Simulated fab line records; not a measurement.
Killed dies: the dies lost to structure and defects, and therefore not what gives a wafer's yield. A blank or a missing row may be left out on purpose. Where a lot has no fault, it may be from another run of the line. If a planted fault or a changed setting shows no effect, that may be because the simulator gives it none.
Split-lot experiment    flow n5 finfet    21 wafers read across 7 lots, on a route 1938 steps long

## ON THE SPLIT
At N5_BEOL_M15_SPUTTER_44 (material Ta, target thk 15 nm, time 24.19 s), the setting power w was moved away from the recipe's 15000 W on 6 of the 21 wafers read, by -16.0% to +5.8%. All remaining wafers had this setting at the recipe value.

The reading comes from the split's own step.

## THE READING
Ta_of_BEOL_M15_SPUTTER_44.thk nm (the simulator's own value, which no gauge read), in nm, at N5_BEOL_M15_SPUTTER_44 (material Ta, target thk 15 nm, time 24.19 s). No usual value for it is given in the file. Here, 15 wafers ran the recipe; their average is 15.0 nm with a standard deviation of 0.13 nm.

wafer   tool, chamber at the split  power w as run, W  against the recipe  Ta_of_BEOL_M15_SPUTTER_44.thk nm, nm  against lot-mates on the recipe
L079.1  pvd sputter-03, -           15000              recipe              14.8                                  -
L079.5  pvd sputter-03, -           15000              recipe              14.8                                  -
L079.6  pvd sputter-03, -           12600              -16.0%              12.6                                  -2.2
L084.4  pvd sputter-02, -           13490              -10.1%              13.4                                  -1.6
L084.5  pvd sputter-02, -           15000              recipe              15                                    -
L084.6  pvd sputter-02, -           15000              recipe              15                                    -
L089.1  pvd sputter-03, -           15810              +5.4%               15.8                                  +0.8
L089.3  pvd sputter-03, -           15810              +5.4%               16                                    +1.0
L089.6  pvd sputter-03, -           15000              recipe              15                                    -
L087.2  pvd sputter-02, -           15000              recipe              15                                    -
L087.4  pvd sputter-02, -           15870              +5.8%               15.8                                  +0.8
L087.5  pvd sputter-02, -           15870              +5.8%               16                                    +1.0
L091.3  pvd sputter-02, -           15000              recipe              15                                    -
L091.6  pvd sputter-02, -           15000              recipe              15                                    -
L091.4  pvd sputter-02, -           15000              recipe              15.2                                  -
L093.3  pvd sputter-03, -           15000              recipe              15                                    -
L093.6  pvd sputter-03, -           15000              recipe              15                                    -
L093.5  pvd sputter-03, -           15000              recipe              15.2                                  -
L092.2  pvd sputter-01, -           15000              recipe              15.2                                  -
L092.4  pvd sputter-01, -           15000              recipe              15.2                                  -
L092.6  pvd sputter-01, -           15000              recipe              15.2                                  -

FIT RESULTS
A straight line over all 21 wafers: Ta_of_BEOL_M15_SPUTTER_44.thk nm changes by +0.155 nm for each +1% of power w; r = +0.99; the points scatter about the line by 0.13 nm.
The same after taking each lot's own level away (the mean of its wafers on the recipe; 21 wafers): +0.148 nm for each +1%; r = +0.99; scatter 0.089 nm.
The reading moves by 2.4 nm for the largest change in power w, on that fit.
The span of the lots' own levels, 14.80 to 15.20 nm, comes to 3.1 times the standard deviation stated above.
Consequently the slope shifts little with the lot-to-lot level, the two slopes agreeing.
Check: -2.55 nm against its lot-mates is what the line predicts for one of the wafers moved furthest among these (-16.0%) when that wafer is left out of the fit. It came out at -2.2 nm against them.

## OTHER SPLITS ON THESE WAFERS
Note: prior to the reading, these wafers also went through further splits. Each is held against what the fit with the lots' levels taken away leaves over:
other split on the same wafers     wafers away from the commonest value  r with Ta_of_BEOL_M15_SPUTTER_44.thk nm (lot level and that fit taken away)
N5_BEOL_M11_ILD_DEP_00 time s      10                                    -0.18
N5_BEOL_M11_COAT_59 spin rpm       6                                     +0.18
N5_BEOL_M12_EXPOSE_07 dose mj      7                                     +0.42
N5_BEOL_M12_CMP_49 down force psi  4                                     -0.02
N5_BEOL_M13_EXPOSE_07 dose mj      8                                     +0.02
N5_BEOL_M14_SPUTTER_44 power w     5                                     -0.18

## THE FILE'S OWN FIT
Ta_of_BEOL_M15_SPUTTER_44.thk nm changes by +0.146 nm for each +1% of power w, r = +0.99.
